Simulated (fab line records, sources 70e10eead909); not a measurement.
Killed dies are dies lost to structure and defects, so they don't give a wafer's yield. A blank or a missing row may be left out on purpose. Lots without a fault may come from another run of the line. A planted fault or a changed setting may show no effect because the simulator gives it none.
Chamber matching | flow nand_harc | NHARC_P_ZERO_WELL_DESCUM_39 on rie_diel-13: 4 sister chambers
The step chemistry O2, time 3 s. 8 wafers are shown with their chamber, then 11 later ones without.

WAFERS WITH THEIR CHAMBER
wafer  | chamber | drypump_motor_current_A (A) | oes_product_au (a.u.)
L083.2 | 3       | 6.5                         | 1.009
L084.5 | 1       | 6.8                         | 1.008
L085.5 | 2       | 5.2                         | 1.008
L085.6 | 1       | 6.8                         | 1.004
L087.2 | 0       | 4.8                         | 0.993
L087.3 | 2       | 5.2                         | 1.010
L087.5 | 3       | 6.4                         | 1.004
L090.1 | 0       | 4.8                         | 0.995

WAFERS WITHOUT THEIR CHAMBER
wafer  | drypump_motor_current_A (A) | oes_product_au (a.u.)
L090.3 | 6.8                         | 1.011
L090.5 | 6.8                         | 1.005
L091.1 | 4.8                         | 0.995
L091.5 | 6.8                         | 1.008
L091.6 | 4.8                         | 1.001
L092.1 | 6.8                         | 1.006
L092.4 | 4.8                         | 0.993
L092.6 | 6.8                         | 1.004
L097.2 | 4.8                         | 0.987
L097.3 | 5.2                         | 0.993
L097.5 | 6.8                         | 1.011

WHICH CHAMBER EACH WENT THROUGH
wafer  | from the rows above | in truth
L090.3 | 1                   | 1
L090.5 | 1                   | 1
L091.1 | 0                   | 0
L091.5 | 1                   | 1
L091.6 | 0                   | 0
L092.1 | 1                   | 1
L092.4 | 0                   | 0
L092.6 | 1                   | 1
L097.2 | 0                   | 0
L097.3 | 2                   | 2
L097.5 | 1                   | 1
Placed correctly: 11 of 11. Can't be placed from these rows: 0. Placed wrongly: 0.
How it was worked out, from the rows above alone: a wafer's distance from a chamber is the root of the sum, over the readings, of the square of ((its reading less the chamber's mean) divided by the reading's scatter). The wafer belongs to the nearest chamber; if the next one is less than 2 further off, it can't be placed. A chamber's mean is the mean of its shown wafers. The scatter: the root of (the sum of the squares of (reading less its chamber's mean) over the shown wafers, divided by (wafers less chambers)).
